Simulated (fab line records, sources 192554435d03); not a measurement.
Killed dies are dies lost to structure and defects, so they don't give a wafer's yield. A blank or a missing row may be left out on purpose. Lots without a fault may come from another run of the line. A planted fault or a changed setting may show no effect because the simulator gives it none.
fab line records | flow n5_finfet
record lots=4 wafers=12 last_day=15
route steps=1938 shown BEOL_M12@1615 PASSIVATION@1936
lots that met no fault: from a run of the same line without faults
start_h: hours from the record's first day to the start of the lot's first wafer shown | wait_h: hours since the lot's step before | " the same as in the row above | L1.1+2: a row that stands for several wafers | - no value, or no start given | * or withheld: withheld | < > ~ a bound
route shown NAME@n: a module of which the file shows steps, and the number in the route of the first | usual: mean/standard deviation of fault-free wafers | same: alike in all rows | chamber/n: place in a boat | sites: the reading at each site | _std_site: their standard deviation | _edge_site: outer sites' mean less inner sites' | radius_mm: how far each site lies from the wafer's centre | mask NAME#n: copy n | behind: the tool/chamber that last shaped the wafer | hold: why the lot was held/for how many hours/how that ended | device: the transistor (n, p or np) that didn't switch | end of line: the same wafers' tests at the end of the route | a step without rows: its recipe alone | killed: dies lost to structure and defects at the first sort, not the wafer's yield | map: a wafer's dies, x killed, . not, _ none there
set.NAME: the setting as run; set.NAME@STEP: as run at that earlier step | model.NAME: the simulator's own value behind a step, which no gauge read
lots at some steps of the route; a table a step, a row a wafer
services: from which hour (start_h, from the record's first day; less than 0 if before it) a tool's chamber was out of use, for how many hours, and why
## steps
# step N5_BEOL_M12_DESCUM_15
# recipe chemistry=O2 time_s=7.9 source_power_w=50 bias_power_w=20 pressure_mtorr=20 rf_frequency_hz=2.712e+07 temp_c=40 o2_flow_sccm=225
# step N5_BEOL_M12_ETCH_59
# recipe chemistry=N2/H2 target=BARC target_depth_a=890 overetch_a=267 time_s=67.9 ion_energy_ev=200 pressure_mtorr=30 source_w=840 bias_w=150 n2_flow_sccm=200 h2_flow_sccm=200
# step N5_BEOL_M12_VIA_ETCH_16
# recipe chemistry=C4F8/O2/Ar target=SiOC pressure_mtorr=30 source_w=3000 bias_w=700 Ar_flow_sccm=400 C4F8_flow_sccm=15 O2_flow_sccm=8 he_inner_torr=15 he_outer_torr=30 target_depth_a=7248 time_s=withheld ion_energy_ev=250 ends=cleared
# step N5_BEOL_M12_STRIP_63
# recipe chemistry=N2/H2 power_w=1000 temp_c=250 h2_frac=0.65 overash_fraction=0.3 pressure_mtorr=1000 n2_flow_sccm=1750 h2_flow_sccm=3250
# step N5_BEOL_M12_STRIP_64
# recipe chemistry=N2/H2 power_w=1000 temp_c=250 h2_frac=0.65 overash_fraction=0.3 pressure_mtorr=withheld n2_flow_sccm=1750 h2_flow_sccm=3250
# step N5_BEOL_M12_STRIP_71
# recipe chemistry=post_etch_residue_remover time_s=60 temp_c=25 remover_ph=withheld remover_water_wt_pct=withheld remover_fluoride_wt_pct=withheld
# step N5_BEOL_M12_SRD_72
# recipe time_s=30 temp_c=23 rinse_liquid=diw dry=n2_spin spin_rpm=1500 dry_time_s=30
# step N5_BEOL_M12_COAT_65
# recipe resist=SOC temp_c=250 time_s=60 spin_rpm=1500 resist_thk_nm=300
# step N5_BEOL_M12_COAT_66
# recipe resist=SiARC temp_c=220 time_s=60 spin_rpm=1500 resist_thk_nm=110
# step N5_BEOL_M12_COAT_22
# recipe spin_rpm=2888 resist_thk_nm=300
# usual resist_line_temp_C=23.00/0.11 spin_speed_rpm=2888.0/2
# columns lot.wafer tool chamber start_h wait_h resist_line_temp_C spin_speed_rpm model.coat_of_BEOL_M12_COAT_22.thk_nm
L584.4 litho_track-04 0 286.39 - 23.07 2890.1 300.8
L584.5 " 0 " " 22.95 2889.9 300.8
L584.6 " 0 " " 22.95 2886.9 300.4
L586.3 litho_track-04 0 304.29 - 23.08 3032.3 292.6
L586.5 " 0 " " 23.11 3032.8 292.4
L586.6 " 0 " " 23.03 3033.5 293
L588.1 litho_track-04 0 308.68 - 22.93 3034.1 291.8
L588.4 " 0 " " 22.91 3034.3 292.4
L588.6 " 0 " " 22.89 3034.7 293
L589.1 litho_track-05 0 324.05 - 22.97 2888.5 301.2
L589.3 " 0 " " 23.07 2889.0 302
L589.4 " 0 " " 22.93 2890.7 300.8
# step N5_BEOL_M12_EBR_24
# recipe solvent=PGMEA ebr_width_mm=1.5
# step N5_BEOL_M12_SOFTBAKE_23
# recipe temp_c=130 time_s=60
# step N5_BEOL_M12_EXPOSE_25
# recipe mask_id=M12 na=0.93 source_shape=conventional sigma_outer=0.4 polarization=unpolarized dose_mj=21.8
# step N5_BEOL_M12_PEB_26
# recipe peb_temp_c=130 peb_time_s=90
# step N5_BEOL_M12_DEVELOP_27
# recipe develop_time_s=45 rinse_liquid=diw dry=air_spin dev_temp_c=21
# step N5_BEOL_M12_HARDBAKE_32
# recipe temp_c=130 time_s=120
# step N5_BEOL_M12_DESCUM_33
# recipe chemistry=O2 time_s=7.9 source_power_w=50 bias_power_w=20 pressure_mtorr=20 rf_frequency_hz=2.712e+07 temp_c=40 o2_flow_sccm=225
# step N5_BEOL_M12_ETCH_67
# recipe chemistry=CF4 target=SiARC target_depth_a=1430 time_s=238.3 ion_energy_ev=80 pressure_mtorr=40 source_w=545 bias_w=36 Ar_flow_sccm=100 cf4_flow_sccm=100 ends=cleared
# usual drypump_motor_current_A=5.6/0.39 etch_rf_on_time_s=236/4.7 oes_product_au=0.67/0.067 rf_vpp_V=184.0/1.3 showerhead_plenum_p_Torr=2.12/0.07 throttle_valve_pct=15.58/0.14
# columns lot.wafer tool chamber start_h wait_h drypump_motor_current_A etch_rf_on_time_s oes_product_au rf_hours_counter_h rf_vpp_V showerhead_plenum_p_Torr throttle_valve_pct model.coat_of_BEOL_M12_COAT_22.thk_nm
L584.4 rie_diel-06 1 286.92 0.0 5.4 233 0.64 177 184.4 2.12 15.42 212.4
L584.5 " 2 " " 5.6 240 0.75 - 185.6 2.26 15.37 212.2
L584.6 " 3 " " 6.5 238 0.59 - 182.9 2.03 15.67 211.8
L586.3 rie_diel-05 1 304.91 0.0 5.2 239 0.59 231 185.8 2.11 15.75 203.6
L586.5 " 0 " " 5.7 236 0.59 - 183.0 2.11 15.79 203.6
L586.6 " 3 " " 5.2 232 0.72 - 183.0 2.09 15.65 204
L588.1 rie_diel-06 0 309.10 0.0 5.1 244 0.77 22 184.3 2.18 15.42 203.2
L588.4 " 2 " " 5.7 243 0.74 46 185.0 2.26 15.38 203.6
L588.6 " 0 " " 5.0 245 0.78 - 186.5 2.18 15.42 204.2
L589.1 rie_diel-06 2 324.46 0.0 5.6 245 0.73 52 185.1 2.26 15.38 212.4
L589.3 " 1 " " 5.4 236 0.62 190 183.3 2.12 15.45 213.6
L589.4 " 3 " " 6.4 241 0.58 249 182.4 2.02 15.72 212.2
# step N5_BEOL_M12_ETCH_68
# recipe chemistry=N2/H2 target=SOC mask_material=SiARC source_w=3000 bias_w=350 temp_c=40 time_s=285 ion_energy_ev=200 pressure_mtorr=30 n2_flow_sccm=200 h2_flow_sccm=200
# step N5_PASSIVATION_PROBE_49
# usual defect_limited_yield=91.3/1.5 killed_at_M0_to_M3=34/11 killed_at_M4_up=14/6.1 killed_at_contacts=12/5.9 killed_at_front_end=39/11 killed_at_other=4/3.3 killed_dies=102/18 killed_open=67/13 killed_short=33/7.9 sort_bin_5_function=5.1/1 sort_bin_6_memory=3.3/0.7 sort_bin_8_speed=0.1/0.69 sort_n_pass=1077/19 sort_yield_pct=91.3/1.6
# same gross_dies=1180 killed_at_back_side=0 sort_bin_4_leakage[%]=0
# columns lot.wafer tool chamber start_h wait_h defect_limited_yield[%] killed_at_M0_to_M3 killed_at_M4_up killed_at_contacts killed_at_front_end killed_at_other killed_dies killed_open killed_short sort_bin_5_function[%] sort_bin_6_memory[%] sort_bin_8_speed[%] sort_n_pass sort_yield_pct[%]
L586.3 prober-02 - 343.12 0.1 93.5 36 9 7 25 0 77 44 26 3.1 2.9 0 1103 93.5
L586.5 prober-02 - 343.22 0.2 89.9 44 19 16 40 0 119 80 33 6.2 3.4 0 1061 89.9
L586.6 prober-02 - 343.27 0.3 89.4 58 8 26 33 0 125 76 45 6.6 3.7 0 1055 89.4
# killed by level:class
L586.3 BEOL_M0_SAQP:geometric_particle:short=10 BEOL_M0_SAQP:geometric_particle:open=8 MOL_CONTACT_COAG:geometric_particle:open=6 BEOL_M2:geometric_particle:open=5 STI_FIN_REVEAL:geometric_particle:open=4 BEOL_M4:geometric_particle:open=4 STARTING-WAFER:geometric_particle:open=4 HKMG_FIN:area_etch=4
L586.5 MOL_CONTACT_COAG:geometric_particle:open=14 BEOL_M4:geometric_particle:open=12 BEOL_M0_SAQP:geometric_particle:short=8 BEOL_M0_SAQP:geometric_particle:open=8 BEOL_M2:geometric_particle:open=8 BEOL_M3:geometric_particle:open=7 BEOL_M1:geometric_particle:open=6 STARTING-WAFER:geometric_particle:short=6
L586.6 MOL_CONTACT_COAG:geometric_particle:open=22 BEOL_M1:geometric_particle:open=10 BEOL_M0_SAQP:geometric_particle:short=9 FIN_SAQP:geometric_particle:open=7 BEOL_M2:geometric_particle:short=7 STARTING-WAFER:geometric_particle:open=7 BEOL_M0_SAQP:geometric_particle:open=6 BEOL_M2:geometric_particle:open=6
## services
# columns tool chamber start_h hours kind
rie_diel-06 1 268.25 3.5 repair
litho_track-04 - 273.91 - consumable_replace:filter
rie_diel-05 1 280.42 2.5 repair
litho_track-05 - 315.80 - consumable_replace:filter
## key
first_sign step=N5_BEOL_M12_COAT_22 reading=spin_speed_rpm direction=up sigmas=73 usual=* struck=*
effect none on later readings
model_effect step=N5_BEOL_M12_COAT_22 value=coat_of_BEOL_M12_COAT_22.thk_nm without=299.9 struck=292.5
model_effect step=N5_BEOL_M12_ETCH_67 value=coat_of_BEOL_M12_COAT_22.thk_nm without=211.1 struck=203.7
met_at N5_BEOL_M12_COAT_22
struck_wafers L586.3,L586.5,L586.6,L588.1,L588.4,L588.6
onset_between 286.39 304.29
fault kind=process_parameter_drift tool=litho_track-04 chamber=- onset_h=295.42 steps=N5_BEOL_M12_COAT_22 channel=spin_rpm offset=* shape=step end_h=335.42 acts_in=* stated=*
